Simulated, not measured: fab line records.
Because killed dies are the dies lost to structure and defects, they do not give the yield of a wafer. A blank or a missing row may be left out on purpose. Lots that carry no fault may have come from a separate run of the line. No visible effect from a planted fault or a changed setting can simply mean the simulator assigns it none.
fab line records	flow n5-finfet	part 1 of 2: steps 1 to 4 of 6
record lots=20	wafers=60	last-day=17
route steps=1938 shown WELL_APT@45 PMOS_HMC_CHANNEL_EPI@68 FIN_SAQP@124 FIN_CUT@168
lots that met no fault: from a run of the same line without faults
start-h: the number of hours between the record's first day and the start of the first shown wafer of the lot	wait-h: hours from the lot's prior step to this one	" repeats the value in the row above	L1.1+2: one row covering several wafers at once	- no value present, or no start provided	* or withheld: withheld	< > ~ a bound
route shown NAME@n: a module of which the file shows steps, and the number in the route of the first	usual: mean and standard deviation over wafers with no fault	same: alike in all rows	chamber/n: place in a boat	sites: per-site readings	_std_site: standard deviation of those values	_edge_site: inner sites' mean taken away from outer sites' mean	radius-mm: for every site, how far away it sits from the centre of the wafer	mask NAME#n: copy n	behind: tool/chamber where the wafer was last shaped	hold: why the lot went on hold/how many hours it stayed there/how the hold came to an end	device: the n, p or np transistor that did not switch	end of line: the same wafers' tests at the end of the route	for a step that has no rows: nothing shown but its recipe	killed: dies lost to structure and defects at the first sort, not the wafer's yield	map: per-die view of a wafer (x killed, . not killed, _ where there is no die)
set.NAME: setting as actually run; set.NAME@STEP: the setting as run at that earlier step	model.NAME: the simulator's own value behind a step, which no gauge read
a sample of lots followed through the steps of the route, with each step as a table and each wafer as a row
services: from which hour (start-h, from the record's first day; less than 0 if before it) a tool's chamber was out of use, for how many hours, and why
## steps
# step N5_WELL_APT_INSPECT_27
# recipe mode=adi	inspect-instrument=macro
# usual raw-defect-count=1.9/1.5
lot.wafer	tool	chamber	start-h	wait-h	raw-defect-count
L075.1	defect-inspect-01	-	21.44	0.0	3
L075.3	"	-	"	"	2
L075.5	"	-	"	"	3
L076.1	defect-inspect-02	-	26.85	0.0	0
L076.4	"	-	"	"	0
L076.6	"	-	"	"	2
L077.2	defect-inspect-02	-	33.25	0.0	3
L077.5	"	-	"	"	0
L077.6	"	-	"	"	2
L078.1	defect-inspect-02	-	38.80	0.0	3
L078.2	"	-	"	"	2
L078.4	"	-	"	"	2
L079.1	defect-inspect-02	-	44.84	0.0	3
L079.2	"	-	"	"	0
L079.5	"	-	"	"	1
L080.2	defect-inspect-01	-	51.13	0.0	1
L080.3	"	-	"	"	3
L080.4	"	-	"	"	7
L081.2	defect-inspect-02	-	56.77	0.0	1
L081.4	"	-	"	"	1
L081.5	"	-	"	"	3
L082.1	defect-inspect-01	-	63.05	0.0	5
L082.3	"	-	"	"	0
L082.6	"	-	"	"	2
L084.2	defect-inspect-02	-	75.03	0.0	2
L084.5	"	-	"	"	2
L084.6	"	-	"	"	2
L085.1	defect-inspect-01	-	81.16	0.0	1
L085.4	"	-	"	"	3
L085.5	"	-	"	"	3
L086.2	defect-inspect-02	-	87.04	0.0	1
L086.4	"	-	"	"	1
L086.6	"	-	"	"	3
L087.1	defect-inspect-02	-	93.00	0.0	2
L087.3	"	-	"	"	1
L087.5	"	-	"	"	3
L088.1	defect-inspect-02	-	99.86	0.0	1
L088.2	"	-	"	"	1
L088.4	"	-	"	"	1
L089.2	defect-inspect-01	-	104.79	0.0	1
L089.3	"	-	"	"	1
L089.5	"	-	"	"	1
L090.2	defect-inspect-02	-	111.00	0.0	1
L090.3	"	-	"	"	1
L090.4	"	-	"	"	2
L091.3	defect-inspect-01	-	117.18	0.0	1
L091.4	"	-	"	"	2
L091.6	"	-	"	"	3
L092.1	defect-inspect-01	-	123.33	0.0	8
L092.2	"	-	"	"	1
L092.5	"	-	"	"	2
L093.4	defect-inspect-01	-	129.39	0.0	3
L093.5	"	-	"	"	1
L093.6	"	-	"	"	0
L095.1	defect-inspect-01	-	140.99	0.0	3
L095.4	"	-	"	"	6
L095.5	"	-	"	"	5
L097.1	defect-inspect-01	-	153.03	0.0	1
L097.3	"	-	"	"	3
L097.5	"	-	"	"	0
# step N5_PMOS_HMC_CHANNEL_EPI_DESCUM_14
# recipe chemistry=O2	time-s=7.9	source-power-w=50	bias-power-w=20	pressure-mtorr=20	rf-frequency-hz=2.712e+07	temp-c=40	resist=CAR-ArF-block	o2-flow-sccm=225
# usual chamber-pressure-mTorr=19.999/0.019	drypump-motor-current-A=5.9/0.38	oes-product-au=0.78/0.063	rf-vpp-V=243.4/1.3	showerhead-plenum-p-Torr=2.11/0.06	throttle-valve-pct=20.47/0.17
lot.wafer	tool	chamber	start-h	wait-h	chamber-pressure-mTorr	drypump-motor-current-A	oes-product-au	rf-hours-counter-h	rf-vpp-V	showerhead-plenum-p-Torr	throttle-valve-pct
L075.1	rie-diel-05	3	23.84	0.0	19.987	6.1	0.85	47	243.6	2.06	20.39
L075.3	"	0	"	"	19.983	6.1	0.91	-	244.1	2.14	20.48
L075.5	"	3	"	"	19.992	6.1	0.85	-	243.1	2.06	20.39
L076.1	rie-diel-02	1	29.30	0.3	20.007	6.0	0.82	67	242.9	2.04	20.74
L076.4	"	3	"	"	19.982	5.8	0.74	183	242.1	2.08	20.13
L076.6	"	2	"	"	20.015	6.3	0.77	-	244.5	2.20	20.56
L077.2	rie-diel-02	1	36.25	0.2	19.991	6.0	0.84	69	241.7	2.04	20.73
L077.5	"	0	"	"	19.954	5.8	0.78	-	243.4	2.09	20.57
L077.6	"	1	"	"	20.012	6.0	0.83	-	242.3	2.04	20.75
L078.1	rie-diel-02	0	41.03	0.1	20.017	5.8	0.78	163	242.3	2.09	20.56
L078.2	"	1	"	"	20.025	6.0	0.83	70	243.1	2.04	20.74
L078.4	"	3	"	"	19.983	5.8	0.74	187	241.2	2.07	20.13
L079.1	rie-diel-04	3	47.02	0.1	19.984	5.3	0.71	206	243.7	2.09	20.26
L079.2	"	2	"	"	19.987	6.2	0.77	117	243.9	2.10	20.59
L079.5	"	2	"	"	20.034	6.2	0.78	-	242.4	2.10	20.57
L080.2	rie-diel-05	2	53.60	0.0	19.992	5.3	0.74	148	243.6	2.19	20.23
L080.3	"	1	"	"	19.989	6.4	0.69	196	245.4	2.18	20.43
L080.4	"	0	"	"	19.994	6.1	0.90	24	244.5	2.13	20.47
L081.2	rie-diel-05	3	59.42	0.1	20.020	6.1	0.83	62	242.4	2.05	20.42
L081.4	"	1	"	"	20.009	6.3	0.70	198	244.6	2.17	20.42
L081.5	"	3	"	"	19.996	6.1	0.84	-	242.8	2.05	20.39
L082.1	rie-diel-02	1	65.34	0.0	19.994	6.0	0.82	77	243.7	2.04	20.77
L082.3	"	0	"	"	19.967	5.8	0.76	170	242.0	2.09	20.58
L082.6	"	0	"	"	19.961	5.7	0.77	-	242.1	2.09	20.57
L084.2	rie-diel-05	3	77.98	0.4	20.006	6.1	0.82	69	241.8	2.05	20.41
L084.5	"	3	"	"	19.986	6.1	0.82	-	242.0	2.05	20.43
L084.6	"	2	"	"	19.997	5.3	0.74	-	244.8	2.18	20.26
L085.1	rie-diel-02	2	83.70	0.4	20.036	6.3	0.76	144	245.1	2.19	20.57
L085.4	"	3	"	"	20.018	5.9	0.74	198	242.1	2.07	20.14
L085.5	"	0	"	"	20.015	5.8	0.77	-	243.1	2.09	20.58
L086.2	rie-diel-02	3	90.04	0.3	19.988	5.8	0.73	200	243.4	2.07	20.16
L086.4	"	0	"	"	20.014	5.8	0.76	177	243.8	2.09	20.58
L086.6	"	1	"	"	19.992	6.0	0.80	-	242.5	2.03	20.76
L087.1	rie-diel-05	3	95.28	0.0	20.009	6.1	0.81	75	242.5	2.05	20.42
L087.3	"	0	"	"	20.019	6.1	0.87	39	243.1	2.13	20.52
L087.5	"	1	"	"	20.002	6.3	0.69	-	244.2	2.17	20.43
L088.1	rie-diel-05	2	102.20	0.0	20.006	5.3	0.73	163	242.3	2.18	20.29
L088.2	"	1	"	"	20.019	6.3	0.69	207	242.6	2.17	20.42
L088.4	"	0	"	"	19.981	6.0	0.87	40	245.7	2.13	20.52
L089.2	rie-diel-05	0	107.25	0.2	19.975	6.1	0.86	42	244.4	2.13	20.50
L089.3	"	1	"	"	19.999	6.3	0.68	209	242.0	2.17	20.44
L089.5	"	1	"	"	20.023	6.3	0.68	-	244.8	2.17	20.42
L090.2	rie-diel-05	3	113.52	0.1	20.001	6.2	0.82	78	241.7	2.05	20.43
L090.3	"	0	"	"	19.998	6.1	0.86	44	243.6	2.13	20.52
L090.4	"	2	"	"	20.007	5.3	0.73	167	245.1	2.18	20.27
L091.3	rie-diel-04	1	119.49	0.0	20.000	5.2	0.92	20	243.8	2.14	20.42
L091.4	"	3	"	"	19.985	5.3	0.69	230	240.4	2.08	20.29
L091.6	"	1	"	"	19.972	5.2	0.92	-	244.8	2.14	20.40
L092.1	rie-diel-04	3	125.73	0.0	19.993	5.3	0.69	232	242.1	2.08	20.31
L092.2	"	2	"	"	20.008	6.2	0.76	145	242.9	2.09	20.63
L092.5	"	0	"	"	19.992	5.2	0.73	-	241.3	1.99	20.42
L093.4	rie-diel-02	0	131.73	0.0	19.990	5.8	0.75	190	242.5	2.08	20.61
L093.5	"	1	"	"	20.015	6.0	0.80	-	242.2	2.03	20.80
L093.6	"	0	"	"	19.984	5.8	0.76	-	243.3	2.08	20.58
L095.1	rie-diel-05	2	143.59	0.4	20.025	5.3	0.72	176	244.1	2.18	20.29
L095.4	"	3	"	"	19.999	6.1	0.81	-	241.3	2.04	20.45
L095.5	"	2	"	"	19.998	5.3	0.72	-	243.4	2.18	20.28
L097.1	rie-diel-02	0	155.27	0.0	19.979	5.8	0.74	198	243.9	2.08	20.60
L097.3	"	2	"	"	20.000	6.3	0.73	161	243.7	2.18	20.60
L097.5	"	2	"	"	20.001	6.2	0.73	-	245.9	2.18	20.58
# step N5_FIN_SAQP_RECESS_75
# recipe chemistry=HF/NH3	target=SiO2	target-depth-a=144	afs-cycles=3	temp-c=30	sublimation-temp-c=180	sublimation-time-s=60
# usual drypump-motor-current-A=5.50/0.24
lot.wafer	tool	chamber	start-h	wait-h	drypump-motor-current-A
L075.1	vapor-etch-01	0	29.16	0.0	5.34
L075.3	"	0	"	"	5.34
L075.5	"	0	"	"	5.34
L076.1	vapor-etch-01	1	34.81	0.0	5.49
L076.4	"	1	"	"	5.46
L076.6	"	0	"	"	5.34
L077.2	vapor-etch-01	0	41.27	0.0	5.34
L077.5	"	1	"	"	5.48
L077.6	"	0	"	"	5.32
L078.1	vapor-etch-02	0	45.94	0.0	5.93
L078.2	"	1	"	"	5.30
L078.4	"	1	"	"	5.29
L079.1	vapor-etch-01	0	52.03	0.0	5.34
L079.2	"	1	"	"	5.48
L079.5	"	1	"	"	5.49
L080.2	vapor-etch-02	1	59.17	0.4	5.32
L080.3	"	1	"	"	5.31
L080.4	"	0	"	"	5.93
L081.2	vapor-etch-01	0	64.33	0.0	5.35
L081.4	"	1	"	"	5.48
L081.5	"	1	"	"	5.47
L082.1	vapor-etch-02	0	70.62	0.0	5.91
L082.3	"	0	"	"	5.90
L082.6	"	1	"	"	5.29
L084.2	vapor-etch-02	1	83.43	0.0	5.31
L084.5	"	0	"	"	5.94
L084.6	"	1	"	"	5.34
L085.1	vapor-etch-01	1	89.34	0.0	5.48
L085.4	"	1	"	"	5.49
L085.5	"	1	"	"	5.49
L086.2	vapor-etch-02	1	96.31	0.0	5.31
L086.4	"	0	"	"	5.96
L086.6	"	1	"	"	5.29
L087.1	vapor-etch-02	0	100.45	0.0	5.94
L087.3	"	0	"	"	5.94
L087.5	"	0	"	"	5.92
L088.1	vapor-etch-01	0	108.06	0.0	5.32
L088.2	"	1	"	"	5.48
L088.4	"	0	"	"	5.34
L089.2	vapor-etch-01	0	113.86	0.0	5.34
L089.3	"	0	"	"	5.34
L089.5	"	0	"	"	5.33
L090.2	vapor-etch-01	1	119.28	0.0	5.46
L090.3	"	0	"	"	5.34
L090.4	"	1	"	"	5.47
L091.3	vapor-etch-01	0	124.65	0.1	5.33
L091.4	"	1	"	"	5.48
L091.6	"	1	"	"	5.49
L092.1	vapor-etch-01	0	130.70	0.0	5.34
L092.2	"	1	"	"	5.49
L092.5	"	1	"	"	5.48
L093.4	vapor-etch-02	1	137.32	0.1	5.32
L093.5	"	1	"	"	5.32
L093.6	"	0	"	"	5.94
L095.1	vapor-etch-02	1	149.33	0.0	5.32
L095.4	"	0	"	"	5.94
L095.5	"	1	"	"	5.34
L097.1	vapor-etch-02	1	160.53	0.0	5.31
L097.3	"	0	"	"	5.92
L097.5	"	0	"	"	5.89
# step N5_FIN_CUT_ETCH_20
# recipe chemistry=CF4	target=SiARC	target-depth-a=260	mask-material=CAR-EUV	time-s=43.3	ion-energy-ev=80	pressure-mtorr=40	source-w=545	bias-w=36	Ar_flow_sccm=100	cf4-flow-sccm=100	ends=cleared
# usual chamber-pressure-mTorr=40.00/0.037	drypump-motor-current-A=5.8/0.38	etch-rf-on-time-s=43.3/0.66	mfc-ar-sccm=100.00/0.29	oes-product-au=0.65/0.045	rf-vpp-V=184.1/1	showerhead-plenum-p-Torr=2.14/0.054	throttle-valve-pct=15.65/0.14
lot.wafer	tool	chamber	start-h	wait-h	chamber-pressure-mTorr	drypump-motor-current-A	etch-rf-on-time-s	mfc-ar-sccm	oes-product-au	rf-hours-counter-h	rf-vpp-V	showerhead-plenum-p-Torr	throttle-valve-pct
L075.1	rie-diel-02	1	34.42	0.0	40.01	6.0	43.7	100.13	0.71	68	181.8	2.09	15.79
L075.3	"	2	"	"	39.99	6.3	42.9	99.66	0.65	129	185.0	2.23	15.68
L075.5	"	3	"	"	40.07	5.9	44.1	100.08	0.63	-	183.0	2.13	15.43
L076.1	rie-diel-05	3	39.16	0.0	40.04	6.1	41.7	100.34	0.73	54	182.4	2.10	15.54
L076.4	"	3	"	"	39.95	6.1	42.0	100.20	0.73	-	184.8	2.10	15.55
L076.6	"	2	"	"	39.96	5.3	43.8	100.04	0.63	-	185.3	2.23	15.43
L077.2	rie-diel-02	0	45.29	0.0	40.01	5.8	43.7	100.39	0.65	165	184.9	2.13	15.74
L077.5	"	1	"	"	40.09	6.0	43.0	100.60	0.70	-	183.5	2.08	15.80
L077.6	"	0	"	"	39.93	5.7	44.0	99.91	0.64	-	184.9	2.13	15.72
L078.1	rie-diel-05	0	51.17	0.0	40.02	6.1	42.1	100.06	0.78	23	182.7	2.19	15.67
L078.2	"	2	"	"	39.99	5.3	43.5	100.16	0.64	146	183.8	2.22	15.43
L078.4	"	1	"	"	40.03	6.3	43.9	100.26	0.60	195	185.7	2.23	15.64
L079.1	rie-diel-02	1	55.93	0.0	39.95	6.0	41.9	100.16	0.71	73	182.6	2.08	15.82
L079.2	"	3	"	"	40.02	5.9	43.8	100.23	0.63	191	183.8	2.13	15.44
L079.5	"	1	"	"	39.96	6.0	42.8	100.40	0.70	-	184.2	2.08	15.81
L080.2	rie-diel-05	1	63.58	0.0	40.00	6.3	44.2	100.26	0.60	199	184.5	2.23	15.65
L080.3	"	0	"	"	40.01	6.1	42.2	99.78	0.77	26	186.1	2.19	15.67
L080.4	"	3	"	"	39.99	6.1	42.2	99.68	0.72	63	184.0	2.10	15.58
L081.2	rie-diel-02	1	68.40	0.0	39.98	6.0	43.1	100.51	0.70	78	184.7	2.08	15.80
L081.4	"	0	"	"	39.95	5.8	44.2	99.66	0.64	171	183.1	2.13	15.73
L081.5	"	3	"	"	39.96	5.8	43.8	100.14	0.63	-	184.4	2.13	15.44
L082.1	rie-diel-04	3	74.73	0.0	39.95	5.3	42.9	99.82	0.61	217	184.3	2.12	15.42
L082.3	"	2	"	"	40.08	6.2	43.2	99.40	0.64	127	183.9	2.15	15.80
L082.6	"	3	"	"	40.02	5.3	42.7	99.77	0.61	-	184.6	2.12	15.41
L084.2	rie-diel-04	2	88.17	0.0	40.02	6.2	43.3	99.74	0.65	133	184.3	2.15	15.81
L084.5	"	3	"	"	39.99	5.2	42.8	99.90	0.60	-	183.5	2.12	15.42
L084.6	"	2	"	"	40.00	6.2	43.2	99.76	0.65	-	184.4	2.15	15.79
L085.1	rie-diel-04	1	95.03	0.0	39.95	5.2	44.0	99.89	0.79	12	185.0	2.19	15.50
L085.4	"	3	"	"	39.96	5.3	43.1	99.78	0.61	226	184.4	2.12	15.43
L085.5	"	1	"	"	40.04	5.2	44.0	99.70	0.78	-	184.9	2.19	15.53
L086.2	rie-diel-02	3	100.95	0.0	40.02	5.8	43.3	99.20	0.63	203	183.7	2.13	15.47
L086.4	"	2	"	"	40.01	6.3	42.6	99.69	0.65	148	185.0	2.23	15.71
L086.6	"	3	"	"	40.10	5.9	43.3	99.46	0.62	-	185.6	2.13	15.47
L087.1	rie-diel-02	1	104.89	0.0	39.95	6.0	43.4	100.02	0.69	88	183.3	2.08	15.83
L087.3	"	0	"	"	40.02	5.8	44.2	99.82	0.63	181	182.8	2.12	15.76
L087.5	"	1	"	"	40.03	6.0	43.3	100.07	0.68	-	183.4	2.08	15.82
L088.1	rie-diel-02	0	113.10	0.0	39.94	5.8	44.2	99.72	0.63	185	185.4	2.12	15.77
L088.2	"	1	"	"	40.08	6.0	43.2	99.39	0.68	92	183.2	2.08	15.84
L088.4	"	0	"	"	40.01	5.8	44.6	99.90	0.63	-	184.7	2.12	15.76
L089.2	rie-diel-04	2	118.13	0.0	40.02	6.2	43.1	99.48	0.64	143	184.9	2.14	15.83
L089.3	"	3	"	"	39.99	5.3	43.1	99.96	0.61	230	183.5	2.12	15.45
L089.5	"	1	"	"	40.05	5.2	44.0	100.38	0.78	-	183.9	2.19	15.53
L090.2	rie-diel-04	0	123.62	0.0	40.01	5.2	44.0	99.96	0.63	176	182.5	2.06	15.73
L090.3	"	1	"	"	39.99	5.2	44.0	100.15	0.77	21	184.0	2.19	15.53
L090.4	"	3	"	"	40.07	5.3	43.5	99.69	0.60	231	183.4	2.12	15.46
L091.3	rie-diel-02	3	128.54	0.0	39.99	5.8	43.5	99.70	0.62	214	184.2	2.13	15.50
L091.4	"	1	"	"	39.97	6.0	43.1	99.73	0.68	97	183.6	2.08	15.85
L091.6	"	0	"	"	39.98	5.8	43.5	100.32	0.64	-	183.1	2.12	15.77
L092.1	rie-diel-04	2	134.88	0.0	40.01	6.2	43.1	100.08	0.64	148	184.2	2.14	15.86
L092.2	"	1	"	"	39.99	5.2	44.0	100.20	0.76	25	182.4	2.19	15.53
L092.5	"	3	"	"	40.02	5.3	42.8	100.18	0.61	-	185.0	2.11	15.45
L093.4	rie-diel-02	3	142.40	0.0	39.94	5.8	43.6	99.68	0.61	217	184.5	2.12	15.51
L093.5	"	2	"	"	40.00	6.3	43.5	100.22	0.64	-	185.9	2.22	15.71
L093.6	"	3	"	"	39.98	5.8	44.2	99.58	0.60	-	183.4	2.12	15.51
L095.1	rie-diel-02	3	153.26	0.0	39.93	5.8	43.6	99.73	0.61	219	183.4	2.12	15.50
L095.4	"	2	"	"	39.98	6.2	42.7	99.72	0.63	161	184.4	2.22	15.72
L095.5	"	3	"	"	40.00	5.8	43.8	100.27	0.61	-	182.8	2.12	15.51
L097.1	rie-diel-05	0	164.65	0.0	39.98	6.1	42.2	100.34	0.73	61	184.4	2.18	15.73
L097.3	"	3	"	"	39.99	6.1	41.8	100.17	0.68	94	183.8	2.09	15.64
L097.5	"	2	"	"	39.98	5.3	43.4	100.33	0.62	-	185.0	2.21	15.52
